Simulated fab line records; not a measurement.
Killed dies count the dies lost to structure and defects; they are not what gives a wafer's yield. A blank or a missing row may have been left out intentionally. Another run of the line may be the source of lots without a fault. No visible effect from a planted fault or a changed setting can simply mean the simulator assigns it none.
Chamber matching + flow n5-finfet + 4 sister chambers for N5_FIN_SAQP_ETCH_52 on rie-diel-02
The step etches SOC in N2/H2, target depth 100 nm, overetch 20 nm, time 150 s. 4 wafers are shown with their chamber, then 7 later ones without.

== EACH WAFER AND ITS CHAMBER ==
| wafer  | chamber | showerhead-plenum-p-Torr (Torr) |
|--------|---------|---------------------------------|
| L084.1 | 1       | 2.69                            |
| L084.2 | 2       | 2.52                            |
| L094.1 | 0       | 2.71                            |
| L094.2 | 3       | 2.64                            |

== WAFERS WITH NO CHAMBER GIVEN ==
| wafer  | showerhead-plenum-p-Torr (Torr) |
|--------|---------------------------------|
| L094.4 | 2.68                            |
| L095.2 | 2.71                            |
| L095.5 | 2.51                            |
| L095.6 | 2.64                            |
| L097.2 | 2.64                            |
| L097.4 | 2.68                            |
| L097.6 | 2.64                            |

== WHICH CHAMBER EACH WENT THROUGH ==
| wafer  | from the rows above | in truth |
|--------|---------------------|----------|
| L094.4 | 1                   | 1        |
| L095.2 | 0                   | 0        |
| L095.5 | 2                   | 2        |
| L095.6 | 3                   | 3        |
| L097.2 | 3                   | 3        |
| L097.4 | 1                   | 1        |
| L097.6 | 3                   | 3        |
Correctly placed: 7 of 7. From these rows, 0 cannot be placed. Wrongly placed: 0.
How it was worked out, from the rows above alone: a wafer's distance from a chamber is the root of the sum, over the readings, of the square of ((its reading less the chamber's mean) divided by the reading's scatter). If the next closest chamber is less than 2 further off than the closest, the wafer can't be placed; otherwise it belongs to the closest. Each chamber's mean is taken over the wafers shown for it. The scatter: root of mean squared gap, hidden wafer to nearest shown wafer, with one shown wafer a chamber.
